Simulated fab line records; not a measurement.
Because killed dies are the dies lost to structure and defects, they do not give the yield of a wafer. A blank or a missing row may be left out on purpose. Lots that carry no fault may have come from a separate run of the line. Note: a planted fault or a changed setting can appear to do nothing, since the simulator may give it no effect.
One fault seen from 3 desks + flow n5_finfet + numbers are kept per desk, each desk with only its own; the story behind them comes last

## AT THE METROLOGY DESK
Means of the sampled wafers that have a number, per lot and without regard to the tool the lot ran on: this is what the gauges read. Marked OUT: a lot whose mean sits more than 4 standard deviations from the usual mean, which makes it out of limits; the brackets give that distance. Only the readings that lie furthest out on some lot appear, 7 of the 10 it has.
Columns: A = DIBL_N at N5_BEOL_M4_RC_MEAS_101, usual 36.2 mV/V; B = IOFF_N at N5_BEOL_M4_RC_MEAS_101, usual 0.158 nA/um; C = IOFF_P at N5_BEOL_M4_RC_MEAS_101, usual 0.21 nA/um; D = ION_N at N5_BEOL_M4_RC_MEAS_101, usual 675 uA/um; E = ION_P at N5_BEOL_M4_RC_MEAS_101, usual 464 uA/um; F = VT_N at N5_BEOL_M4_RC_MEAS_101, usual 250.4 mV; G = VT_P at N5_BEOL_M4_RC_MEAS_101, usual -250 mV
| lot  | first seen here | A    | B     | C    | D   | E   | F     | G    |
|------|-----------------|------|-------|------|-----|-----|-------|------|
| L842 | day 8 02:20     | 34.5 | 0.128 | 0.17 | 663 | 456 | 253.5 | -254 |
| L844 | day 8 18:03     | 35.6 | 0.148 | 0.18 | 656 | 451 | 253.5 | -254 |
| L848 | day 9 20:32     | 37.8 | 0.165 | 0.18 | 666 | 447 | 250.9 | -257 |
| L853 | day 11 09:55    | 36.0 | 0.147 | 0.23 | 672 | 470 | 249.9 | -246 |
| L854 | day 11 15:15    | 37.8 | 0.200 | 0.28 | 694 | 476 | 244.8 | -244 |
| L855 | day 12 11:15    | 36.7 | 0.169 | 0.22 | 677 | 465 | 249.7 | -250 |
| L858 | day 12 17:14    | 37.2 | 0.173 | 0.24 | 698 | 477 | 247.7 | -248 |
| L860 | day 13 19:52    | 37.7 | 0.168 | 0.24 | 666 | 464 | 250.7 | -247 |
| L863 | day 14 01:01    | 36.9 | 0.179 | 0.25 | 677 | 467 | 250.6 | -248 |
| L862 | day 14 08:34    | 34.0 | 0.135 | 0.21 | 672 | 471 | 251.0 | -249 |
Finding of this desk: none of the 10 lots has anything out of limits.

## TOOL OWNER'S DESK, ald_metal-01
The tool's own readings at N5_HKMG_FIN_ALD_71 (deposits TiN, target thk 1 nm, pulse time 1 s, purge time 3 s): means of the sampled wafers that have a number, for each lot that ran on this tool. Marked OUT: a lot whose mean sits more than 4 standard deviations from the usual mean, which makes it out of limits; the brackets give that distance.
Columns: A = heater_power_w at N5_HKMG_FIN_ALD_71, usual 888 W; B = precursor_pulse_height_rel at N5_HKMG_FIN_ALD_71, usual 1.000
| lot  | first seen here | A   | B     |
|------|-----------------|-----|-------|
| L844 | day 5 04:55     | 830 | 1.030 |
| L848 | day 6 06:13     | 906 | 1.006 |
| L853 | day 7 10:42     | 949 | 0.999 |
| L854 | day 7 16:00     | 836 | 1.012 |
| L855 | day 8 01:31     | 898 | 0.993 |
Finding of this desk: none of the 5 lots has anything out of limits.

## THE DEFECT DESK
Counts from the inspections along the route, per lot, as means over the sampled wafers that have a number. Marked OUT: a lot whose mean sits more than 4 standard deviations from the usual mean, which makes it out of limits; the brackets give that distance.
Columns: A = raw_defect_count at N5_HKMG_FIN_INSPECT_14, usual 1.8
| lot  | first seen here | A   |
|------|-----------------|-----|
| L842 | day 4 16:36     | 2.7 |
| L844 | day 5 02:49     | 1.3 |
| L848 | day 6 04:07     | 2.3 |
| L853 | day 7 08:13     | 1.0 |
| L854 | day 7 13:44     | 1.0 |
| L855 | day 7 23:13     | 2.7 |
| L858 | day 9 04:55     | 2.0 |
| L860 | day 9 07:58     | 1.7 |
| L862 | day 9 16:03     | 3.3 |
| L863 | day 9 23:08     | 1.7 |
Finding of this desk: none of the 10 lots has anything out of limits.

## ALL TOGETHER
Nothing out of limits was seen by the metrology desk.
Nothing out of limits was seen by the tool owner's desk.
Nothing out of limits was seen by the defect desk.

## WHAT HAD BEEN PUT IN BY THE SIMULATOR
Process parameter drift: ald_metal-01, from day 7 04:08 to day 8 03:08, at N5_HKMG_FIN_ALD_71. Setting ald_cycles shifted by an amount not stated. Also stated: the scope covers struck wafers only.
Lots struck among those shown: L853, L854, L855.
